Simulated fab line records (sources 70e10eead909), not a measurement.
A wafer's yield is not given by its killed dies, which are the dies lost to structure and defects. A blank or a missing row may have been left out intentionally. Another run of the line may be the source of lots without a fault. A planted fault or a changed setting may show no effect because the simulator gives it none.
Matching of chambers -- flow nand_harc -- NHARC_A_CHANNEL_FILL_D2_STRIP_29 on rie_diel-13 has 4 sister chambers
The step strips in O2, time 20 s. 16 wafers are shown with their chamber, then 8 later ones without.

== WAFERS PAIRED WITH THEIR CHAMBERS ==
wafer,chamber,showerhead_plenum_p_Torr (Torr),oes_product_au (a.u.),rf_vpp_V (V)
L334.4,0,3.54,0.995,57.5
L334.5,2,3.63,0.996,59.4
L334.6,3,3.62,1.007,57.5
L339.1,3,3.62,1.014,57.6
L339.4,1,3.65,0.999,57.4
L339.5,2,3.62,1.007,57.4
L343.2,0,3.54,0.983,58.0
L343.5,2,3.62,0.996,58.5
L343.6,3,3.62,0.997,57.5
L345.3,2,3.62,1.004,58.9
L345.5,3,3.62,1.005,58.1
L345.6,2,3.62,0.986,59.4
L347.2,1,3.65,0.992,58.2
L347.5,2,3.62,1.014,57.6
L347.6,3,3.62,0.999,58.5
L350.1,1,3.65,0.983,56.9

SIGNATURES (means of the wafers above)
reading,chamber 0,chamber 1,chamber 2,chamber 3,scatter within a chamber
showerhead_plenum_p_Torr,3.5400,3.6500,3.6217,3.6200,0.00264
oes_product_au,0.98900,0.99133,1.00050,1.00440,0.00852
rf_vpp_V,57.750,57.500,58.533,57.840,0.681
Rule: for a wafer and a chamber, the distance is found by dividing, reading by reading, the gap between the wafer's reading and the chamber's mean by the reading's scatter, squaring, summing and taking the root. If the next closest chamber is less than 2 further off than the closest, the wafer can't be placed; otherwise it belongs to the closest. How the scatter is found: for the shown wafers, subtract from each reading the mean of its chamber, square and add these, divide the total by (wafers less chambers), then take the root.

== WAFERS WITHOUT THEIR CHAMBER ==
wafer,showerhead_plenum_p_Torr (Torr),oes_product_au (a.u.),rf_vpp_V (V)
L350.2,3.54,0.995,58.2
L350.4,3.62,1.006,58.8
L349.2,3.62,0.989,57.8
L349.3,3.65,0.997,57.9
L349.4,3.54,0.983,58.0
L356.3,3.62,0.980,58.1
L356.4,3.54,0.995,59.4
L356.6,3.65,1.000,58.5

== WHICH CHAMBER EACH ONE RAN IN ==
wafer,from the rows above,in truth
L350.2,0,0
L350.4,can't be placed: 2 or 3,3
L349.2,can't be placed: 3 or 2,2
L349.3,1,1
L349.4,0,0
L356.3,can't be placed: 2 or 3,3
L356.4,0,0
L356.6,1,1
Correctly placed: 5 of 8. Not placeable from these rows: 3 (in 3, the candidates include the true chamber). Wrongly placed: 0.
